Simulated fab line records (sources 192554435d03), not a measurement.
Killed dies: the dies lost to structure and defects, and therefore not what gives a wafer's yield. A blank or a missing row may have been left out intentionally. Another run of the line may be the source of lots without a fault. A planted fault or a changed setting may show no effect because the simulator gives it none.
What tool caused it? ; flow n5Finfet ; Sampling: 8 lots, 23 wafers, 5 of 1938 route steps

WHAT THE GAUGES SHOWED, per wafer
N5_BEOL_M1_OCD_MEAS_38.
lot;measured;on;trenchDepthNm (nm)
L440;day 6 05:11;ocd-01;54.5 56.8 55.6
L441;day 6 17:28;ocd-02;55.3 56.4 57.0
L445;day 7 08:33;ocd-02;53.5 54.2 56.4
L447;day 8 02:24;ocd-02;55.9 54.7 54.3
L450;day 8 16:23;ocd-02;54.4 55.3
L451;day 9 01:41;ocd-01;54.7 54.0 54.7
L452;day 9 11:12;ocd-02;55.0 56.7 54.2
L456;day 10 08:17;ocd-02;38.6 54.9 54.0

EACH LOT AND THE TOOL THAT RAN IT (in order: tool; ch and the chambers of the sampled wafers; start)
lot;N5_BEOL_M1_ETCH_77;N5_BEOL_M1_ETCHBACK_99;N5_BEOL_M1_STRIP_36;N5_BEOL_M1_TRENCH_ETCH_37
L440;rieDiel-01 ch 0,1,3, day 6 04:34;rieDiel-04 ch 0,1,2, day 6 04:47;rieDiel-04 ch 0,1,2, day 6 04:59;rieDiel-04 ch 0,1,2, day 6 05:02
L441;rieDiel-04 ch 0,1,3, day 6 10:26;rieDiel-04 ch 1,2,3, day 6 17:04;rieDiel-04 ch 1,2,3, day 6 17:16;rieDiel-04 ch 1,2,3, day 6 17:18
L445;rieDiel-04 ch 0,1,2, day 7 07:11;rieDiel-01 ch 0,2, day 7 08:09;rieDiel-01 ch 0,2, day 7 08:21;rieDiel-01 ch 0,2, day 7 08:23
L447;rieDiel-04 ch 0,1,3, day 7 18:46;rieDiel-05 ch 0,1, day 8 02:00;rieDiel-05 ch 0,1, day 8 02:12;rieDiel-05 ch 0,1, day 8 02:14
L450;rieDiel-01 ch 1,3, day 8 14:49;rieDiel-05 ch 1,2, day 8 15:59;rieDiel-05 ch 1,2, day 8 16:11;rieDiel-05 ch 1,2, day 8 16:14
L451;rieDiel-04 ch 0,1, day 8 20:47;rieDiel-01 ch 1,3, day 9 01:17;rieDiel-01 ch 1,3, day 9 01:29;rieDiel-01 ch 1,3, day 9 01:31
L452;rieDiel-04 ch 0,1,3, day 9 10:35;rieDiel-01 ch 1,2,3, day 9 10:49;rieDiel-01 ch 1,2,3, day 9 11:01;rieDiel-01 ch 1,2,3, day 9 11:03
L456;rieDiel-01 ch 1,2,3, day 10 06:59;rieDiel-01 ch 0,2,3, day 10 07:54;rieDiel-01 ch 0,2,3, day 10 08:06;rieDiel-01 ch 0,2,3, day 10 08:08
- N5_BEOL_M1_ETCH_77: etches underlayer in N2/H2, target depth 6.5 nm, time 5.2 s.
- N5_BEOL_M1_ETCHBACK_99: etches SiO2 in CHF3, target depth 5 nm, time 10.4 s.
- N5_BEOL_M1_STRIP_36: strips in N2/H2.
- N5_BEOL_M1_TRENCH_ETCH_37: etches SiOC in C4F6/O2, target depth 55.207 nm, time 29 s.

THE ANSWER, worked out from the rows above alone
Rule: usual is defined by the lots themselves. Put in order of their means at a reading, lots are off if they are a third of the lots or fewer, leave a main group of 4 or more, and stand apart from it by a gap of 3 or more times the standard deviation of the main group's means; of several such gaps the widest counts. A main group whose means are all the same, to the digits that the tables above print for the reading, isn't used. Also off: a lot with no number at a reading for which 4 or more lots have one. All remaining lots with rows at the step are treated as sound.
Off at N5_BEOL_M1_OCD_MEAS_38 (trenchDepthNm): L456. Main group: mean 55.2 nm, sd 0.56.
If a tool, at a process step before that reading, ran all the lots that are off and no sound lot after the first of them, it fits. Those tools and the gauges at N5_BEOL_M1_OCD_MEAS_38 are tried in the same way. Undecided on this evidence; 2 tools fit (rieDiel-01 at N5_BEOL_M1_ETCH_77 and N5_BEOL_M1_ETCHBACK_99 and N5_BEOL_M1_STRIP_36 and N5_BEOL_M1_TRENCH_ETCH_37, ocd-02 at N5_BEOL_M1_OCD_MEAS_38).

WHAT HAD BEEN PUT IN BY THE SIMULATOR
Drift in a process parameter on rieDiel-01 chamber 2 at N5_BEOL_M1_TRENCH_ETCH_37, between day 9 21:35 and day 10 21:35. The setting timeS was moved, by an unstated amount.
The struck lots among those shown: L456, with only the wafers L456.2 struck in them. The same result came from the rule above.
